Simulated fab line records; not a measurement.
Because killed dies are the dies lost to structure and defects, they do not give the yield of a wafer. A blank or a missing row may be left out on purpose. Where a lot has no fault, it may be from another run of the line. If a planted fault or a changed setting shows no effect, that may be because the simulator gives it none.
Which tool is to blame? + flow n5_finfet + Sampling: 11 lots, 32 wafers, 5 of 1938 route steps

## WHAT EACH GAUGE READ, for each wafer
N5_WELL_APT_OVL_MEAS_09.
| lot  | measured    | on         | NWELL_OVL (nm) |
|------|-------------|------------|----------------|
| L599 | day 1 13:41 | overlay-02 | -5 8 8         |
| L600 | day 1 20:22 | overlay-01 | 3 -3           |
| L604 | day 2 19:50 | overlay-01 | -1 3 -1        |
| L606 | day 3 07:47 | overlay-01 | 3 1 3          |
| L610 | day 4 07:35 | overlay-02 | -12 -8 -4      |
| L611 | day 4 13:36 | overlay-02 | -2 -3 -7       |
| L612 | day 4 19:37 | overlay-02 | 1 -2 -1        |
| L613 | day 5 02:29 | overlay-01 | 4 3 -2         |
| L614 | day 5 07:37 | overlay-02 | -4 -9 -9       |
| L615 | day 5 13:49 | overlay-01 | -15 -5 -10     |
| L622 | day 7 07:44 | overlay-02 | 7 1 1          |

N5_WELL_APT_CD_MEAS_25 targets a cd of 200 nm.
| lot  | measured    | on        | cd_nm (nm)        |
|------|-------------|-----------|-------------------|
| L599 | day 1 14:56 | cd_sem-02 | 200.5 200.1 197.7 |
| L600 | day 1 22:05 | cd_sem-03 | 198.4 197.7       |
| L604 | day 2 22:33 | cd_sem-03 | 200.8 199.1 202.4 |
| L606 | day 3 10:00 | cd_sem-03 | 195.2 195.6 194.9 |
| L610 | day 4 08:41 | cd_sem-03 | 195.8 198.4 194.4 |
| L611 | day 4 14:43 | cd_sem-02 | 197.9 203.0 196.1 |
| L612 | day 4 22:42 | cd_sem-01 | 199.9 201.6 197.8 |
| L613 | day 5 03:34 | cd_sem-01 | 197.7 200.3 198.6 |
| L614 | day 5 08:52 | cd_sem-02 | 203.1 197.7 200.8 |
| L615 | day 5 14:58 | cd_sem-01 | 202.9 197.5 199.9 |
| L622 | day 7 08:58 | cd_sem-02 | 194.0 200.6 198.8 |

N5_WELL_APT_OVL_MEAS_26.
| lot  | measured    | on         | PWELL_OVL (nm) |
|------|-------------|------------|----------------|
| L599 | day 1 14:58 | overlay-01 | -1 -4 -12      |
| L600 | day 1 22:07 | overlay-01 | -3 -8          |
| L604 | day 2 22:35 | overlay-02 | 3 4 -3         |
| L606 | day 3 10:02 | overlay-02 | -4 -13 -10     |
| L610 | day 4 08:43 | overlay-02 | -6 -6 -8       |
| L611 | day 4 14:45 | overlay-02 | 10 16 8        |
| L612 | day 4 22:44 | overlay-02 | 11 12 7        |
| L613 | day 5 03:36 | overlay-02 | -7 1 -9        |
| L614 | day 5 08:53 | overlay-02 | -1 -1 9        |
| L615 | day 5 14:59 | overlay-01 | -5 -5 0        |
| L622 | day 7 08:59 | overlay-01 | -7 -5 -5       |

N5_BEOL_M4_RC_MEAS_101.
| lot  | measured     | on        | DIBL_N (mV/V)  | DIBL_P (mV/V)  | IOFF_N (nA/um) | IOFF_P (nA/um) | ION_N (uA/um) | ION_P (uA/um) | RS_NWELL (ohm/sq) | SS_N (mV/dec)  | SS_P (mV/dec)  | VT_N (mV)   | VT_P (mV)      |
|------|--------------|-----------|----------------|----------------|----------------|----------------|---------------|---------------|-------------------|----------------|----------------|-------------|----------------|
| L599 | day 7 20:41  | prober-01 | 35.0 32.8 33.8 | 34.6 32.3 32.1 | 0.13 0.11 0.12 | 0.20 0.17 0.16 | 672 658 665   | 464 457 461   | 1032 1042 1033    | 71.2 70.6 71.6 | 72.7 72.4 72.1 | 250 256 254 | -250 -251 -251 |
| L600 | day 8 00:44  | prober-01 | 37.3 35.4      | 37.3 35.0      | 0.17 0.14      | 0.21 0.19      | 674 667       | 461 454       | 1049 1048         | 71.5 71.6      | 73.2 72.4      | 251 251     | -254 -253      |
| L604 | day 9 03:22  | prober-01 | 38.7 36.1 33.1 | 39.3 35.5 32.3 | 0.21 0.16 0.12 | 0.26 0.19 0.16 | 690 675 662   | 471 459 452   | 1033 1039 1046    | 72.2 72.4 71.2 | 74.5 73.7 72.1 | 245 249 252 | -249 -251 -253 |
| L606 | day 9 22:17  | prober-01 | 36.5 34.2 35.0 | 35.6 34.0 34.3 | 0.15 0.13 0.13 | 0.20 0.19 0.19 | 672 682 673   | 462 473 465   | 1021 1022 1019    | 71.5 70.9 70.7 | 73.3 72.4 72.6 | 249 253 251 | -249 -250 -249 |
| L610 | day 10 14:30 | prober-01 | 38.5 32.9 37.7 | 36.9 30.5 36.0 | 0.16 0.09 0.16 | 0.26 0.17 0.25 | 684 639 674   | 475 447 474   | 1031 1033 1045    | 71.2 70.3 71.4 | 73.7 72.9 73.6 | 248 257 248 | -247 -250 -245 |
| L611 | day 11 07:26 | prober-01 | 35.2 34.9 35.5 | 36.6 34.8 36.6 | 0.15 0.14 0.15 | 0.20 0.18 0.20 | 673 681 666   | 460 466 456   | 949 934 937       | 71.2 71.4 71.6 | 72.6 72.5 73.4 | 249 250 246 | -249 -250 -254 |
| L612 | day 11 13:40 | prober-02 | 35.7 32.8 36.7 | 35.0 31.4 34.6 | 0.15 0.11 0.16 | 0.19 0.15 0.19 | 671 670 669   | 464 458 457   | 1036 1043 1037    | 70.9 70.7 71.8 | 72.2 72.1 72.8 | 248 253 249 | -250 -254 -250 |
| L613 | day 11 07:28 | prober-02 | 36.8 37.0 36.8 | 35.6 36.6 36.4 | 0.16 0.16 0.16 | 0.23 0.25 0.24 | 677 671 685   | 467 471 473   | 1038 1032 1040    | 70.6 71.9 71.2 | 73.3 73.8 72.4 | 249 247 250 | -247 -248 -253 |
| L614 | day 12 00:31 | prober-01 | 35.9 34.5 33.3 | 34.9 34.9 32.4 | 0.14 0.14 0.10 | 0.17 0.17 0.15 | 670 656 632   | 458 452 438   | 940 950 941       | 71.9 71.3 71.4 | 73.3 74.0 73.3 | 253 248 254 | -257 -256 -259 |
| L615 | day 11 22:24 | prober-01 | 36.0 37.0 34.2 | 37.5 38.6 34.9 | 0.18 0.19 0.15 | 0.24 0.25 0.19 | 687 691 694   | 470 475 480   | 1042 1038 1042    | 71.2 71.3 71.1 | 73.3 73.8 72.6 | 246 246 249 | -246 -247 -250 |
| L622 | day 13 18:21 | prober-02 | 36.0 35.7 35.6 | 37.0 36.7 37.8 | 0.18 0.18 0.19 | 0.25 0.25 0.28 | 684 693 700   | 464 475 491   | 1034 1032 1037    | 71.0 71.2 71.5 | 73.4 73.6 74.2 | 245 244 245 | -248 -245 -245 |

## TOOL THAT RAN EACH LOT (tool first, then ch and the chambers of the sampled wafers, then the start)
| lot  | N5_WELL_APT_IMPLANT_14         |
|------|--------------------------------|
| L599 | implanter-02 ch 0, day 1 13:54 |
| L600 | implanter-01 ch 0, day 1 21:09 |
| L604 | implanter-01 ch 0, day 2 21:38 |
| L606 | implanter-01 ch 0, day 3 09:04 |
| L610 | implanter-01 ch 0, day 4 07:44 |
| L611 | implanter-01 ch 0, day 4 13:47 |
| L612 | implanter-02 ch 0, day 4 19:48 |
| L613 | implanter-02 ch 0, day 5 02:40 |
| L614 | implanter-01 ch 0, day 5 07:49 |
| L615 | implanter-02 ch 0, day 5 14:05 |
| L622 | implanter-02 ch 0, day 7 07:54 |
- N5_WELL_APT_IMPLANT_14

## WHAT THE TOOLS THEMSELVES READ (means of the sampled wafers that have a number; where no wafer has one, the mark that the record gives instead)
N5_WELL_APT_IMPLANT_14.
| lot  | tool         | beam_energy_keV | end_station_pressure_torr (Torr) | rotation_deg (degrees) |
|------|--------------|-----------------|----------------------------------|------------------------|
| L599 | implanter-02 | 159.99          | 4.82e-06                         | 0.001                  |
| L600 | implanter-01 | 159.99          | 5.20e-06                         | 0.016                  |
| L604 | implanter-01 | 160.06          | 5.09e-06                         | 0.013                  |
| L606 | implanter-01 | 160.00          | 5.37e-06                         | 0.005                  |
| L610 | implanter-01 | 160.02          | 5.09e-06                         | 0.024                  |
| L611 | implanter-01 | 194.00          | 5.16e-06                         | -0.021                 |
| L612 | implanter-02 | 160.03          | 4.94e-06                         | -0.011                 |
| L613 | implanter-02 | 160.02          | 5.17e-06                         | -0.005                 |
| L614 | implanter-01 | 193.94          | 5.04e-06                         | -0.025                 |
| L615 | implanter-02 | 160.02          | 5.11e-06                         | -0.029                 |
| L622 | implanter-02 | 159.98          | 5.32e-06                         | 0.010                  |

## THE ANSWER, worked out from the rows above alone
Rule: usual is defined by the lots themselves. Put in order of their means at a reading, lots are off if they are a third of the lots or fewer, leave a main group of 4 or more, and stand apart from it by a gap of 3 or more times the standard deviation of the main group's means; of several such gaps the widest counts. The tables above print the reading to a certain number of digits; a main group whose means all agree to those digits is not used. A lot without any number at a reading at which 4 lots or more have one is off too. Where the step has rows for the other lots, those lots are counted as sound. After the gauges, taken in route order, come the tools' own readings; for these a lot's mean is taken, as printed above. The first step at which some lot is off is used, and at that step the reading that is off furthest; a lot without a number counts as furthest.
Off: L611, L614, seen at N5_BEOL_M4_RC_MEAS_101 (RS_NWELL). Mean 1037 ohm/sq and standard deviation 6.9 in the main group.
A tool fits if, at a process step before that reading, it ran every lot that is off, and no sound lot after the first of them. Not tried: the gauges at N5_BEOL_M4_RC_MEAS_101; whatever is off there is also off at N5_WELL_APT_IMPLANT_14, on other tools, and gauge error can't account for it. One candidate fits, namely implanter-01 at N5_WELL_APT_IMPLANT_14. A fault onset in the window from L610 (day 4 07:44, its last sound lot) to L611 (day 4 13:47, its first lot off) fits.
The tool's own readings at N5_WELL_APT_IMPLANT_14 bear it out: on the lots that are off they differ by more than 5 times the standard deviation of the sound lots' means. beam_energy_keV reads 193.97 there against 160.01 on the sound lots.

## WHAT THE SIMULATOR HAD INSERTED
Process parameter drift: implanter-01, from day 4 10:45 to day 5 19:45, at N5_WELL_APT_IMPLANT_14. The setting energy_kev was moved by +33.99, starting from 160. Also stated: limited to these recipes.
Lots struck among those shown: L611, L614. Same finding as the rule above.
